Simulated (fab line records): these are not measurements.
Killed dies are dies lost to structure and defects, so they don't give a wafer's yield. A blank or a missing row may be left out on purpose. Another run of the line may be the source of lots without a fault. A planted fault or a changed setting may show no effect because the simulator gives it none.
What tool caused it? -- flow n5-finfet -- 24 lots with 72 wafers sampled at 2 steps, on a route of 1938 steps

== WHAT EACH GAUGE READ, for each wafer ==
N5_FIN_SAQP_CD_MEAS_16: target cd 35.6 nm.
lot,measured,on,cd-nm (nm)
L074,day 1 23:44,cd-sem-03,35.2 35.4 35.2
L075,day 2 04:26,cd-sem-01,35.1 35.7 36.4
L076,day 2 10:32,cd-sem-01,35.1 35.8 36.0
L077,day 2 17:41,cd-sem-01,35.5 35.6 35.4
L078,day 3 01:18,cd-sem-03,36.4 35.9 35.5
L079,day 3 03:44,cd-sem-01,35.7 36.2 35.7
L080,day 3 09:53,cd-sem-01,36.0 35.3 35.6
L081,day 3 16:56,cd-sem-03,35.5 35.7 36.2
L082,day 3 21:58,cd-sem-01,35.5 35.3 35.4
L083,day 4 05:20,cd-sem-02,35.6 36.3 35.8
L084,day 4 11:10,cd-sem-03,34.8 35.1 34.9
L085,day 4 19:24,cd-sem-02,35.8 35.4 35.4
L086,day 4 22:52,cd-sem-03,36.3 35.7 35.8
L087,day 5 04:45,cd-sem-01,35.5 35.1 35.2
L088,day 5 10:10,cd-sem-01,36.2 36.1 35.1
L089,day 5 17:15,cd-sem-03,35.9 36.2 35.9
L090,day 5 23:07,cd-sem-03,36.0 36.0 35.8
L091,day 6 03:46,cd-sem-01,35.2 35.3 35.8
L092,day 6 12:38,cd-sem-01,36.1 35.8 35.9
L093,day 6 17:59,cd-sem-03,35.4 35.6 35.7
L094,day 6 21:32,cd-sem-03,35.8 35.9 35.3
L095,day 7 03:11,cd-sem-01,35.7 36.1 35.9
L096,day 7 09:55,cd-sem-02,35.6 35.1 35.2
L097,day 7 15:42,cd-sem-01,35.1 35.3 36.0

== WHICH TOOL RAN EACH LOT (tool, then ch and the chambers of the sampled wafers, then the start) ==
lot,N5_FIN_SAQP_PECVD_06
L074,"pecvd-03 ch 0,1,2, day 1 23:10"
L075,"pecvd-04 ch 0,1,2, day 2 03:51"
L076,"pecvd-03 ch 1,2, day 2 09:57"
L077,"pecvd-03 ch 0,1,2, day 2 17:14"
L078,"pecvd-03 ch 0,1,2, day 3 00:44"
L079,"pecvd-04 ch 1,2, day 3 03:17"
L080,"pecvd-04 ch 0,1,2, day 3 09:19"
L081,"pecvd-01 ch 0,1,2, day 3 16:22"
L082,"pecvd-03 ch 0,1,2, day 3 21:31"
L083,"pecvd-03 ch 0,1, day 4 04:51"
L084,"pecvd-03 ch 0,1,2, day 4 10:36"
L085,"pecvd-04 ch 0,1,2, day 4 18:11"
L086,"pecvd-03 ch 0,1,2, day 4 22:18"
L087,"pecvd-04 ch 1,2, day 5 04:18"
L088,"pecvd-01 ch 0,1, day 5 09:34"
L089,"pecvd-01 ch 0,1,2, day 5 16:49"
L090,"pecvd-01 ch 0,1, day 5 22:32"
L091,"pecvd-04 ch 0,2, day 6 03:11"
L092,"pecvd-01 ch 0,1, day 6 12:04"
L093,"pecvd-01 ch 0,1,2, day 6 17:25"
L094,"pecvd-01 ch 0,1, day 6 20:58"
L095,"pecvd-01 ch 0,1,2, day 7 02:44"
L096,"pecvd-01 ch 1,2, day 7 09:21"
L097,"pecvd-03 ch 0,2, day 7 15:16"
- N5_FIN_SAQP_PECVD_06: deposits a-Si from SiH4/He, target thk 60 nm, time 48.1 s.

== AS READ BY THE TOOLS THEMSELVES (means over the sampled wafers that have a number; for cases with no such wafer, the mark the record gives instead) ==
N5_FIN_SAQP_PECVD_06.
lot,tool,heater-power-w (W),showerhead-plenum-p-Torr (Torr),showerhead-vpp-V (V),throttle-valve-pct (%)
L074,pecvd-03,778,5.68,618,18.2
L075,pecvd-04,804,5.65,658,18.3
L076,pecvd-03,863,5.67,611,17.3
L077,pecvd-03,779,5.67,626,18.3
L078,pecvd-03,816,5.67,616,18.2
L079,pecvd-04,827,5.64,679,18.3
L080,pecvd-04,876,5.65,656,18.2
L081,pecvd-01,771,5.72,611,19.1
L082,pecvd-03,747,5.68,621,18.2
L083,pecvd-03,734,5.66,627,19.3
L084,pecvd-03,814,5.66,630,18.3
L085,pecvd-04,859,5.65,650,18.4
L086,pecvd-03,766,5.67,616,18.4
L087,pecvd-04,945,5.62,695,18.7
L088,pecvd-01,713,5.71,596,19.1
L089,pecvd-01,772,5.72,610,19.3
L090,pecvd-01,826,5.71,591,19.1
L091,pecvd-04,805,5.67,643,18.3
L092,pecvd-01,824,5.76,615,19.9
L093,pecvd-01,790,5.73,616,19.2
L094,pecvd-01,701,5.71,588,19.1
L095,pecvd-01,755,5.72,614,19.2
L096,pecvd-01,772,5.69,613,18.5
L097,pecvd-03,933,5.64,630,18.6

== THE ANSWER, worked out from the rows above alone ==
Rule: what is usual is taken from the lots themselves. Put in order of their means at a reading, lots are off if they are a third of the lots or fewer, leave a main group of 4 or more, and stand apart from it by a gap of 3 or more times the standard deviation of the main group's means; of several such gaps the widest counts. A main group whose means are all the same, to the digits that the tables above print for the reading, isn't used. A lot without any number at a reading at which 4 lots or more have one is off too. All remaining lots with rows at the step are treated as sound. First the gauges in route order, then the tools' own readings, where a lot's mean is used as printed above. At the first step where some lot is off, the reading lying furthest off is the one used; lots without a number count as furthest.
Nothing can be told from this: no lot is off at any reading shown.

== WHAT THE SIMULATOR HAD PUT IN ==
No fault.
